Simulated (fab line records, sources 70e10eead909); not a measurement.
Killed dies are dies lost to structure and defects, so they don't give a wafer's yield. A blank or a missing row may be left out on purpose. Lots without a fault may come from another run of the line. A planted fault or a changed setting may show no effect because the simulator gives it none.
A struck lot beside a sound one | flow nand_harc | 15 steps out of a route of 1302
Sound: wafers L214.2, L214.4, L214.6. Struck: wafers L223.1, L223.3, L223.4. The cause comes at the end.
At each step with rows: each side's tool, then ch and its chambers, then its first start. Under that, the readings that differ: sound wafers | struck wafers | difference of the means | sigmas: that difference in standard deviations of wafers without a fault.
alike: readings whose means differ by less than 2 such deviations, and words and numbers that are the same on both sides. not compared: withheld readings, readings that some wafer has no value for, bounds like >300 that may hide the same value, and numbers for which the record gives no deviation and whose values overlap.
The two part at a step that has a row with sigmas, a row that says differs or no value, or rows on one side only. Numbers that don't overlap but have no deviation are shown without sigmas and don't part them. A reading that every wafer of one side lacks parts them only if that side has two wafers or more.

first, 1 step without rows for these wafers: NHARC_P_ZERO_WELL_HARDBAKE_12 (time 65 s).
NHARC_P_ZERO_WELL_DESCUM_13: chemistry O2, time 3 s.
  sound on rie_diel-09 ch 0,3, day 4 19:24; struck on rie_diel-09 ch 0,1,2, day 8 13:16
  alike: drypump_motor_current_A, oes_product_au, rf_vpp_V, showerhead_plenum_p_Torr, throttle_valve_pct
  not compared: rf_hours_counter_h
NHARC_P_ZERO_WELL_ETCH_65: etches the open film in N2/H2, target depth 80 nm, overetch 24 nm, time 87.88 s.
  sound on rie_diel-09 ch 0,2,3, day 4 19:29; struck on rie_diel-09 ch 1,2,3, day 8 13:21
  alike: drypump_motor_current_A, oes_product_au, rf_vpp_V, showerhead_plenum_p_Torr, throttle_valve_pct
  not compared: rf_hours_counter_h
NHARC_P_ZERO_WELL_ETCH_62: etches the open film in CHF3/Ar, target depth 13 nm, time 6.5 s.
  sound on rie_diel-09 ch 0,1,2; struck on rie_diel-09 ch 0,1,2
  alike: drypump_motor_current_A, oes_product_au, rf_vpp_V, showerhead_plenum_p_Torr, throttle_valve_pct
  not compared: rf_hours_counter_h
NHARC_P_ZERO_WELL_ETCH_63: etches the open film in HBr/Cl2, target depth 120 nm, time 40.1 s.
  sound on rie_si-06 ch 0,1, day 4 20:07; struck on rie_si-04 ch 0,1,3, day 8 13:31
  alike: drypump_motor_current_A, oes_product_au, throttle_valve_pct
  not compared: rf_hours_counter_h
then, 7 steps without rows for these wafers: NHARC_P_ZERO_WELL_STRIP_15 (strips in SPM, time 900 s); NHARC_P_ZERO_WELL_DEHYDRATE_16 (time 120 s); NHARC_P_ZERO_WELL_HMDS_17 (time 30 s); NHARC_P_ZERO_WELL_COAT_18; NHARC_P_ZERO_WELL_SOFTBAKE_19 (time 95 s); NHARC_P_ZERO_WELL_EBR_20; NHARC_P_ZERO_WELL_EXPOSE_21 (exposes mask P NWELL, target cd 720 nm).
NHARC_P_ZERO_WELL_PEB_22: peb time 85 s.
  sound on litho_track-02 ch 0, day 4 20:57; struck on litho_track-05 ch 0, day 8 14:22
  reading                  | sound                | struck               | difference | sigmas
  heater_power_total_W (W) | 163.73 163.65 164.02 | 160.36 159.98 159.95 | -3.70      | -13
  plate_temp_C (C)         | 118.03 117.99 118.04 | 115.65 115.55 115.61 | -2.42      | -19
then, 1 step without rows for these wafers: NHARC_P_ZERO_WELL_DEVELOP_23 (time 70 s).
-- the record jumps here: 23 days lie between the struck wafers' starts before and after (it left off in module P_ZERO_WELL and takes up again in module END, whose first step shown is number 1302 of the route) --
NHARC_END_SORT_01:
  the record has rows for the struck wafers here (prober-02 ch 0, day 31 14:29) and none for the sound ones

WHERE THEY PART
First at NHARC_P_ZERO_WELL_PEB_22; last, within this record, at NHARC_END_SORT_01.

WHY: what the simulator had put in
Process parameter drift: litho_track-05, from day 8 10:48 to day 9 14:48, at NHARC_P_ZERO_WELL_PEB_22. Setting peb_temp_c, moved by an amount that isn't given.
